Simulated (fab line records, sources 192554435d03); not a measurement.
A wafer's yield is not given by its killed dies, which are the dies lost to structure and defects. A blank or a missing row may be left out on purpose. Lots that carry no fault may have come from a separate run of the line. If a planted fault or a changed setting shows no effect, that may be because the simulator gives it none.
fab line records | flow n5Finfet | part 1 of 2: steps 1 to 24 of 30
record: lots: 5 wafers: 15 lastDay: 17
route steps=1938 shown HKMG_FIN@461 GATE_CUT@465
lots that met no fault: from a run of the same line without faults
startH: hours from the record's opening day to when the first of the lot's shown wafers began | waitH: hours since the lot's step before | " as in the row above | L1.1+2: several wafers, shown together as one row | - no value, or no start given | * or withheld: withheld | < > ~ a bound
route shown NAME@n: a module of which the file shows steps, and the number in the route of the first | usual: mean/standard deviation taken from wafers without a fault | same: alike in all rows | chamber/n: place in a boat | sites: per-site readings | _std_site: the standard deviation of these | _edge_site: outer sites' mean less inner sites' | radiusMm: how far each site lies from the wafer's centre | mask NAME#n: copy n | behind: the tool/chamber that last shaped the wafer | hold: reason for holding the lot/hours on hold/outcome of the hold | device: whichever transistor did not switch (one of n, p or np) | end of line: tests of these same wafers at the route's end | a step without rows: its recipe alone | killed: dies that structure and defects cost at the first sort, which is not the same as the wafer's yield | map: dies across one wafer; x = killed, . = not, _ = none there
set.NAME: the run value of the setting; set.NAME@STEP: its run value at that earlier step | model.NAME: the simulator's own value behind a step, which no gauge read
certain route steps with their lots: each step a table, each wafer a row
services: from which hour (startH, from the record's first day; less than 0 if before it) a tool's chamber was out of use, for how many hours, and why
== steps ==
step: N5_HKMG_FIN_CMP_23
recipe: stopOn: SiNx tOverpolishS: 10 postCmpClean: rinseOnly downForcePsi: 4 platenRpm: 50.289 padVelocityMS: 1.0006 targetThkNm: 46.326
usual: motorCurrentA: 11.2/1.5 overpolishRunS: 10.001/0.0089 timeToEndpointS: 12.3/2
columns lot.wafer tool chamber startH waitH motorCurrentA overpolishRunS timeToEndpointS
L077.1 cmp-01 3 97.22 0.0 11.1 9.995 9.6
L077.3 " 2 " " 9.5 10.011 11.0
L077.5 " 3 " " 10.6 10.004 8.7
L083.4 cmp-04 0 132.86 0.0 8.5 10.009 13.5
L083.2 " 3 " " 9.7 9.998 12.5
L083.5 " 0 " " 9.5 10.011 13.0
L084.1 cmp-03 1 139.95 0.0 11.9 10.009 13.3
L084.2 " 2 " " 11.7 9.993 12.0
L084.3 " 0 " " 12.9 10.008 12.8
L085.2 cmp-01 1 146.43 0.0 12.4 10.003 12.2
L085.1 " 2 " " 10.1 10.003 15.2
L085.3 " 3 " " 10.9 10.006 12.5
L093.2 cmp-03 0 191.25 0.1 13.3 10.000 11.0
L093.4 " 1 " " 11.2 10.004 11.8
L093.6 " 0 " " 13.3 10.012 10.7
step: N5_HKMG_FIN_CMP_94
recipe: stopOn: SiNx postCmpClean: wDiluteNh4oh tOverpolishS: 4.7 downForcePsi: 4 platenRpm: 50.289 padVelocityMS: 1.0006 targetThkNm: 43.299
usual: motorCurrentA: 11.2/1.6
columns lot.wafer tool chamber startH waitH motorCurrentA
L077.1 cmp-01 3 97.70 0.4 11.0
L077.3 " 2 " " 9.9
L077.5 " 3 " " 11.0
L083.4 cmp-04 0 133.34 0.4 8.9
L083.2 " 3 " " 9.0
L083.5 " 0 " " 8.9
L084.1 cmp-03 1 140.43 0.4 11.8
L084.2 " 2 " " 11.9
L084.3 " 0 " " 13.2
L085.2 cmp-01 1 146.91 0.4 12.6
L085.1 " 2 " " 10.2
L085.3 " 3 " " 11.0
L093.2 cmp-03 0 191.68 0.3 12.8
L093.4 " 1 " " 11.8
L093.6 " 0 " " 12.7
step: N5_HKMG_FIN_INSPECT_28
recipe: inspectInstrument: darkfield mode: postCmp
usual: rawDefectCount: 38/17
columns lot.wafer tool chamber startH waitH rawDefectCount
L077.1 defectInspect-01 - 97.94 0.0 31
L077.3 " - " " 25
L077.5 " - " " 20
L083.2 defectInspect-02 - 133.57 0.0 10
L083.4 " - " " 13
L083.5 " - " " 17
L084.1 defectInspect-02 - 140.66 0.0 52
L084.2 " - " " 90
L084.3 " - " " 40
L085.1 defectInspect-02 - 147.14 0.0 30
L085.2 " - " " 24
L085.3 " - " " 44
L093.2 defectInspect-01 - 191.88 0.0 22
L093.4 " - " " 14
L093.6 " - " " 31
step: N5_GATE_CUT_ETCHBACK_00
recipe: chemistry: SF6/Cl2 target: W pressureMtorr: 8 icpW: 900 biasW: 80 SF6_flow_sccm: 40 Cl2_flow_sccm: 60
usual: drypumpMotorCurrentA: 5.4/0.51 oesProductAu: 0.75/0.1 throttleValvePct: 27.46/0.26
columns lot.wafer tool chamber startH waitH drypumpMotorCurrentA oesProductAu rfHoursCounterH throttleValvePct
L077.1 rieMetal-01 0 97.97 0.0 5.7 0.80 34 27.43
L077.3 " 1 " " 6.3 0.68 - 27.10
L077.5 " 1 " " 6.3 0.68 - 27.10
L083.2 rieMetal-01 1 133.60 0.0 6.3 0.67 88 27.11
L083.4 " 1 " " 6.3 0.67 - 27.11
L083.5 " 1 " " 6.3 0.67 - 27.10
L084.1 rieMetal-01 0 140.70 0.0 5.7 0.79 38 27.42
L084.2 " 1 " " 6.3 0.67 89 27.08
L084.3 " 1 " " 6.3 0.67 - 27.10
L085.1 rieMetal-03 0 147.18 0.0 4.9 0.89 12 27.19
L085.2 " 1 " " 4.9 0.69 80 27.76
L085.3 " 0 " " 4.9 0.89 - 27.19
L093.2 rieMetal-03 0 191.92 0.0 4.9 0.86 16 27.19
L093.4 " 0 " " 4.9 0.87 - 27.20
L093.6 " 0 " " 4.9 0.87 - 27.21
step: N5_GATE_CUT_ETCH_56
recipe: chemistry: Cl2/Ar target: TiN targetDepthA: 216 pressureMtorr: 10 icpW: 600 biasW: 60 Cl2_flow_sccm: 40 Ar_flow_sccm: 60
usual: drypumpMotorCurrentA: 5.4/0.51 oesProductAu: 0.75/0.1 throttleValvePct: 20.80/0.23
columns lot.wafer tool chamber startH waitH drypumpMotorCurrentA oesProductAu rfHoursCounterH throttleValvePct
L077.1 rieMetal-01 0 98.09 0.1 5.7 0.80 34 20.81
L077.3 " 1 " " 6.3 0.69 - 20.57
L077.5 " 1 " " 6.3 0.68 - 20.55
L083.2 rieMetal-01 1 133.72 0.1 6.4 0.68 88 20.57
L083.4 " 1 " " 6.3 0.68 - 20.56
L083.5 " 1 " " 6.3 0.68 - 20.58
L084.1 rieMetal-01 0 140.82 0.1 5.7 0.80 38 20.80
L084.2 " 1 " " 6.3 0.67 89 20.59
L084.3 " 1 " " 6.3 0.68 - 20.58
L085.1 rieMetal-03 0 147.30 0.1 4.9 0.88 12 20.52
L085.2 " 1 " " 4.9 0.69 80 21.02
L085.3 " 0 " " 4.9 0.88 - 20.52
L093.2 rieMetal-03 0 192.04 0.1 4.9 0.87 16 20.55
L093.4 " 0 " " 4.9 0.87 - 20.53
L093.6 " 0 " " 4.9 0.87 - 20.53
step: N5_GATE_CUT_ETCHBACK_30
recipe: chemistry: Cl2/Ar target: TiN targetDepthA: 30 mode: isotropic pressureMtorr: 10 icpW: 600 biasW: 60 Cl2_flow_sccm: 40 Ar_flow_sccm: 60
usual: drypumpMotorCurrentA: 5.4/0.51 oesProductAu: 0.75/0.1 throttleValvePct: 20.81/0.23
columns lot.wafer tool chamber startH waitH drypumpMotorCurrentA oesProductAu rfHoursCounterH throttleValvePct
L077.1 rieMetal-01 0 98.18 0.1 5.7 0.81 34 20.79
L077.3 " 1 " " 6.4 0.68 - 20.58
L077.5 " 1 " " 6.3 0.67 - 20.58
L083.2 rieMetal-01 1 133.81 0.1 6.3 0.68 88 20.57
L083.4 " 1 " " 6.3 0.68 - 20.56
L083.5 " 1 " " 6.3 0.68 - 20.57
L084.1 rieMetal-01 0 140.91 0.1 5.7 0.80 38 20.80
L084.2 " 1 " " 6.3 0.68 89 20.59
L084.3 " 1 " " 6.3 0.68 - 20.57
L085.1 rieMetal-03 0 147.39 0.1 4.9 0.89 12 20.52
L085.2 " 1 " " 4.9 0.69 80 21.02
L085.3 " 0 " " 4.9 0.88 - 20.52
L093.2 rieMetal-03 0 192.13 0.1 4.9 0.86 16 20.51
L093.4 " 0 " " 4.9 0.87 - 20.56
L093.6 " 0 " " 4.9 0.87 - 20.56
step: N5_GATE_CUT_VAPOR_ETCH_60
recipe: chemistry: BCl3/Cl2 target: HfO2 mode: isotropic
usual: drypumpMotorCurrentA: 5.4/0.51 oesProductAu: 0.75/0.1
columns lot.wafer tool chamber startH waitH drypumpMotorCurrentA oesProductAu
L077.1 rieMetal-01 0 98.21 0.0 5.7 0.80
L077.3 " 1 " " 6.4 0.68
L077.5 " 1 " " 6.3 0.67
L083.2 rieMetal-01 1 133.84 0.0 6.3 0.68
L083.4 " 1 " " 6.3 0.67
L083.5 " 1 " " 6.3 0.68
L084.1 rieMetal-01 0 140.94 0.0 5.7 0.79
L084.2 " 1 " " 6.4 0.68
L084.3 " 1 " " 6.4 0.67
L085.1 rieMetal-03 0 147.42 0.0 4.9 0.89
L085.2 " 1 " " 4.9 0.68
L085.3 " 0 " " 4.9 0.88
L093.2 rieMetal-03 0 192.16 0.0 4.9 0.88
L093.4 " 0 " " 4.9 0.87
L093.6 " 0 " " 4.9 0.87
step: N5_GATE_CUT_ETCH_58
recipe: chemistry: CH3F/O2 target: SiNx targetDepthA: 170 timeS: 128.6 ionEnergyEv: 50 pressureMtorr: 30 sourceW: 415 biasW: 21 Ar_flow_sccm: 150 CH3F_flow_sccm: 30 O2_flow_sccm: 20
usual: O2_flow_sccm: 20.01/0.056 drypumpMotorCurrentA: 5.8/0.39 oesProductAu: 0.79/0.085 rfVppV: 99.2/0.95 showerheadPlenumPTorr: 2.01/0.07 throttleValvePct: 16.31/0.24
columns lot.wafer tool chamber startH waitH O2_flow_sccm drypumpMotorCurrentA oesProductAu rfHoursCounterH rfVppV showerheadPlenumPTorr throttleValvePct
L077.1 rieDiel-06 3 98.26 0.0 19.94 6.4 0.72 178 99.0 1.91 16.08
L077.3 " 2 " " 19.91 5.5 0.77 131 97.9 1.93 16.50
L077.5 " 3 " " 19.95 6.4 0.73 - 98.4 1.91 16.10
L083.2 rieDiel-03 3 133.89 0.0 20.03 6.6 0.82 77 100.1 1.94 16.31
L083.4 " 3 " " 19.97 6.6 0.82 - 97.3 1.94 16.31
L083.5 " 1 " " 20.06 5.9 0.74 - 98.4 1.99 16.36
L084.1 rieDiel-04 2 140.99 0.0 19.96 6.1 0.68 246 99.4 2.05 16.58
L084.2 " 3 " " 20.08 5.7 0.87 47 100.1 2.12 16.12
L084.3 " 1 " " 20.06 5.6 0.75 155 99.2 2.09 16.46
L085.1 rieDiel-06 2 147.59 0.2 20.04 5.5 0.75 143 99.2 1.93 16.54
L085.2 " 1 " " 19.98 5.9 0.76 135 98.2 1.92 16.45
L085.3 " 3 " " 19.97 6.4 0.72 191 97.1 1.91 16.10
L093.2 rieDiel-04 1 192.21 0.0 20.09 5.6 0.73 169 98.4 2.08 16.46
L093.4 " 3 " " 20.00 5.7 0.86 64 100.3 2.11 16.14
L093.6 " 3 " " 20.05 5.7 0.85 - 99.8 2.11 16.14
step: N5_GATE_CUT_STRIP_59
recipe: chemistry: N2/H2 timeS: 20 powerW: 100 tempC: 40 pressureMtorr: 100 rfFrequencyHz: 6e+07 biasPowerW: 3 n2FlowSccm: 300 h2FlowSccm: 300
usual: drypumpMotorCurrentA: 5.8/0.38 oesProductAu: 0.79/0.086 rfVppV: 45.2/0.93 showerheadPlenumPTorr: 3.40/0.11 throttleValvePct: 12.20/0.28
columns lot.wafer tool chamber startH waitH drypumpMotorCurrentA oesProductAu rfHoursCounterH rfVppV showerheadPlenumPTorr throttleValvePct
L077.1 rieDiel-06 3 98.36 0.1 6.4 0.72 178 44.9 3.24 12.00
L077.3 " 2 " " 5.5 0.77 131 42.9 3.27 12.45
L077.5 " 3 " " 6.4 0.72 - 46.0 3.24 12.00
L083.2 rieDiel-03 3 133.99 0.1 6.6 0.82 77 43.3 3.27 12.06
L083.4 " 3 " " 6.6 0.83 - 44.2 3.27 12.06
L083.5 " 1 " " 5.9 0.72 - 45.5 3.35 12.30
L084.1 rieDiel-04 2 141.09 0.1 6.1 0.69 246 44.3 3.46 12.68
L084.2 " 3 " " 5.7 0.88 47 46.9 3.57 11.98
L084.3 " 1 " " 5.6 0.75 155 45.0 3.51 12.29
L085.1 rieDiel-06 2 147.69 0.1 5.5 0.76 144 46.0 3.26 12.47
L085.2 " 1 " " 6.0 0.76 135 45.0 3.26 12.39
L085.3 " 3 " " 6.4 0.71 191 43.1 3.23 12.04
L093.2 rieDiel-04 1 192.31 0.1 5.6 0.73 169 45.1 3.51 12.32
L093.4 " 3 " " 5.7 0.86 64 45.2 3.56 12.01
L093.6 " 3 " " 5.7 0.86 - 46.0 3.56 12.01
step: N5_GATE_CUT_PRECLEAN_31
recipe: tempC: 23 chemistry: DIW timeS: 300
columns lot.wafer tool chamber startH waitH
L077.1+3+5 wetBench-04 4,5,3 98.45 0.1
L083.2+4+5 wetBench-05 6,1,0 134.08 0.1
L084.1+2+3 wetBench-02 5,2,0 141.17 0.1
L085.1+2+3 wetBench-05 6,0,2 147.77 0.1
L093.2+4+6 wetBench-04 4,2,3 192.39 0.1
step: N5_GATE_CUT_SRD_32
recipe: timeS: 30 tempC: 23 rinseLiquid: diw dry: ipaMarangoni
columns lot.wafer tool chamber startH waitH
L077.1+3+5 wetBench-04 4,5,3 98.53 0.0
L083.2+4+5 wetBench-05 6,1,0 134.16 0.0
L084.1+2+3 wetBench-02 5,2,0 141.27 0.0
L085.1+2+3 wetBench-05 6,0,2 147.87 0.0
L093.2+4+6 wetBench-04 4,2,3 192.48 0.0
step: N5_GATE_CUT_SAC_CAP_01
recipe: material: SiNx targetThkA: 240 tempC: 400 aldPrecursorFamily: SiH2I2 aldCoReactant: N2/H2-plasma pulseTimeS: 1 aldCycles: 480 purgeTimeS: 2 coReactantPurgeTimeS: 2 pressureTorr: 2
usual: heaterPowerW: 838/95 precursorPulseHeightRel: 1.002/0.02
columns lot.wafer tool chamber startH waitH heaterPowerW precursorPulseHeightRel sinceWetCleanH
L077.1 aldSin-01 1 98.58 0.0 867 0.992 288
L077.3 " 2 " " 776 1.002 288
L077.5 " 1 99.67 1.1 873 0.975 -
L083.2 aldSin-03 1 134.25 0.1 680 1.006 127
L083.4 " 3 " " 826 0.991 127
L083.5 " 1 135.33 1.2 674 0.970 -
L084.1 aldSin-01 0 141.32 0.0 969 1.031 331
L084.2 " 2 " " 793 1.017 331
L084.3 " 3 " " 932 0.952 331
L085.1 aldSin-01 0 147.92 0.0 971 1.028 338
L085.2 " 2 " " 752 0.991 338
L085.3 " 1 " " 883 0.978 338
L093.2 aldSin-04 3 192.52 0.0 685 1.025 93
L093.4 " 0 " " 927 1.045 93
L093.6 " 3 193.61 1.1 686 1.014 -
step: N5_GATE_CUT_PECVD_57
recipe: material: SiNx targetThkA: 210 tempC: 400 precursor: SiH4/NH3/N2 pressureTorr: 1.5 rfW: 300
usual: heaterPowerW: 748/68 showerheadPlenumPTorr: 5.15/0.049 throttleValvePct: 40.0/2.5
columns lot.wafer tool chamber startH waitH heaterPowerW showerheadPlenumPTorr sinceWetCleanH throttleValvePct
L077.1 pecvd-04 2 100.77 1.1 808 5.04 2073 39.6
L077.3 " 1 " " 650 5.20 1348 38.6
L077.5 " 0 " " 900 5.08 - 37.7
L083.2 pecvd-03 2 136.44 1.1 871 5.20 86 35.0
L083.4 " 2 " " 882 5.20 - 35.1
L083.5 " 0 " " 714 5.12 - 40.5
L084.1 pecvd-04 1 143.51 1.1 668 5.22 1391 38.6
L084.2 " 0 " " 846 5.09 666 37.9
L084.3 " 2 " " 826 5.02 2116 39.8
L085.1 pecvd-02 2 150.12 1.1 615 5.17 463 37.4
L085.2 " 1 " " 688 5.13 1942 42.5
L085.3 " 0 " " 820 5.19 1217 42.0
L093.2 pecvd-02 0 194.72 1.1 735 5.18 1261 42.0
L093.4 " 0 " " 737 5.20 - 42.1
L093.6 " 2 " " 663 5.17 - 37.6
step: N5_GATE_CUT_CMP_02
recipe: stopOn: SiO2 tOverpolishS: 12.7 postCmpClean: alkalineBrush downForcePsi: 2.5 platenRpm: 51.8 padVelocityMS: 1.0307 targetThkNm: 0
usual: motorCurrentA: 9.0/0.99 overpolishRunS: 12.701/0.0088 timeToEndpointS: 25.9/2
columns lot.wafer tool chamber startH waitH motorCurrentA overpolishRunS timeToEndpointS
L077.3 cmp-02 0 100.88 0.1 10.1 12.710 29.0
L077.1 " 1 " " 10.1 12.714 26.8
L077.5 " 3 " " 9.7 12.711 28.4
L083.2 cmp-01 2 136.52 0.1 7.3 12.688 26.2
L083.4 " 0 " " 8.3 12.711 26.3
L083.5 " 3 " " 8.4 12.701 24.8
L084.2 cmp-02 0 143.63 0.1 9.8 12.708 26.8
L084.1 " 1 " " 10.6 12.720 26.3
L084.3 " 2 " " 9.5 12.720 24.7
L085.3 cmp-03 0 150.20 0.1 9.5 12.694 25.5
L085.1 " 1 " " 8.6 12.705 22.9
L085.2 " 3 " " 9.2 12.722 23.5
L093.2 cmp-01 0 194.79 0.1 7.8 12.698 27.5
L093.4 " 1 " " 9.4 12.712 22.2
L093.6 " 1 " " 9.5 12.691 23.8
step: N5_GATE_CUT_HM_DEP_46
recipe: material: SiO2 targetThkA: 1300 tempC: 400 precursor: TEOS/O2 pressureTorr: 6.5 rfW: 900 teosFlowSccm: 161.4 gas: O2 flowSccm: 2650 timeS: 26.6
usual: heaterPowerW: 529/74 showerheadPlenumPTorr: 8.35/0.032 throttleValvePct: 18.4/1.1
columns lot.wafer tool chamber startH waitH heaterPowerW showerheadPlenumPTorr sinceWetCleanH throttleValvePct
L077.1 pecvd-02 1 101.18 0.0 431 8.33 1893 19.7
L077.3 " 2 " " 426 8.35 414 17.1
L077.5 " 1 " " 436 8.32 - 19.8
L083.2 pecvd-04 0 136.85 0.0 630 8.31 659 17.7
L083.4 " 1 " " 472 8.37 - 18.3
L083.5 " 2 " " 574 8.30 - 18.5
L084.1 pecvd-02 0 143.92 0.0 641 8.36 1210 19.5
L084.2 " 2 " " 468 8.35 456 17.4
L084.3 " 1 " " 496 8.36 1935 19.9
L085.1 pecvd-04 2 150.53 0.0 537 8.28 2123 18.3
L085.2 " 1 " " 486 8.40 1398 17.8
L085.3 " 0 " " 677 8.30 673 17.9
L093.2 pecvd-03 1 195.12 0.0 498 8.36 1624 20.6
L093.4 " 1 " " 514 8.39 - 20.1
L093.6 " 2 " " 665 8.40 - 16.6
step: N5_GATE_CUT_COAT_34
recipe: resist: SOC tempC: 250 timeS: 60 spinRpm: 1500 resistThkNm: 60
columns lot.wafer tool chamber startH waitH
L077.1+3+5 lithoTrack-04 0 101.24 0.0
L083.2+4+5 lithoTrack-04 0 136.91 0.0
L084.1+2+3 lithoTrack-01 0 143.99 0.0
L085.1+2+3 lithoTrack-03 0 150.60 0.0
L093.2+4+6 lithoTrack-01 0 195.19 0.0
step: N5_GATE_CUT_COAT_35
recipe: resist: SiARC tempC: 220 timeS: 60 spinRpm: 1500 resistThkNm: 10
columns lot.wafer tool chamber startH waitH
L077.1+3+5 lithoTrack-04 0 - -
L083.2+4+5 lithoTrack-04 0 - -
L084.1+2+3 lithoTrack-01 0 - -
L085.1+2+3 lithoTrack-03 0 - -
L093.2+4+6 lithoTrack-01 0 - -
step: N5_GATE_CUT_COAT_27
recipe: resist: underlayer tempC: 205 timeS: 60 spinRpm: 1500 resistThkNm: 10
columns lot.wafer tool chamber startH waitH
L077.1+3+5 lithoTrack-04 0 - -
L083.2+4+5 lithoTrack-04 0 - -
L084.1+2+3 lithoTrack-01 0 - -
L085.1+2+3 lithoTrack-03 0 - -
L093.2+4+6 lithoTrack-01 0 - -
step: N5_GATE_CUT_COAT_07
recipe: resist: CAR-EUV spinRpm: 1500 resistThkNm: 30
columns lot.wafer tool chamber startH waitH
L077.1+3+5 lithoTrack-04 0 - -
L083.2+4+5 lithoTrack-04 0 - -
L084.1+2+3 lithoTrack-01 0 - -
L085.1+2+3 lithoTrack-03 0 - -
L093.2+4+6 lithoTrack-01 0 - -
step: N5_GATE_CUT_EBR_09
recipe: solvent: PGMEA ebrWidthMm: 1.5
columns lot.wafer tool chamber startH waitH
L077.1+3+5 lithoTrack-04 0 - -
L083.2+4+5 lithoTrack-04 0 - -
L084.1+2+3 lithoTrack-01 0 - -
L085.1+2+3 lithoTrack-03 0 - -
L093.2+4+6 lithoTrack-01 0 - -
step: N5_GATE_CUT_SOFTBAKE_08
recipe: tempC: 110 timeS: 60 resist: CAR-EUV
columns lot.wafer tool chamber startH waitH
L077.1+3+5 lithoTrack-04 0 - -
L083.2+4+5 lithoTrack-04 0 - -
L084.1+2+3 lithoTrack-01 0 - -
L085.1+2+3 lithoTrack-03 0 - -
L093.2+4+6 lithoTrack-01 0 - -
step: N5_GATE_CUT_EXPOSE_10
recipe: maskId: GATE_CUT na: 0.33 sourceShape: annular sigmaInner: 0.35 sigmaOuter: 0.8 polarization: unpolarized targetCdNm: 20 doseMj: 43.25
same: na: 0.33
columns lot.wafer tool chamber startH waitH mask
L077.1+3+5 euvScanner-02 0 101.38 - GATE_CUT#0
L083.2+4+5 euvScanner-02 0 137.06 - GATE_CUT#0
L084.1+2+3 euvScanner-02 0 144.16 - GATE_CUT#0
L085.1+2+3 euvScanner-01 0 150.86 - GATE_CUT#0
L093.2+4+6 euvScanner-01 0 195.46 - GATE_CUT#0
step: N5_GATE_CUT_PEB_11
recipe: pebTempC: 100 pebTimeS: 60 resist: CAR-EUV
columns lot.wafer tool chamber startH waitH
L077.1+3+5 lithoTrack-03 0 101.45 0.1
L083.2+4+5 lithoTrack-04 0 137.12 0.1
L084.1+2+3 lithoTrack-01 0 144.22 0.1
L085.1+2+3 lithoTrack-04 0 150.92 0.1
L093.2+4+6 lithoTrack-01 0 195.52 0.1
step: N5_GATE_CUT_DEVELOP_12
recipe: developTimeS: 30 developer: TMAH resist: CAR-EUV rinseLiquid: surfactantRinse dry: airSpin devTempC: 23
columns lot.wafer tool chamber startH waitH
L077.1+3+5 lithoTrack-03 0 - -
L083.2+4+5 lithoTrack-04 0 - -
L084.1+2+3 lithoTrack-01 0 - -
L085.1+2+3 lithoTrack-04 0 - -
L093.2+4+6 lithoTrack-01 0 - -
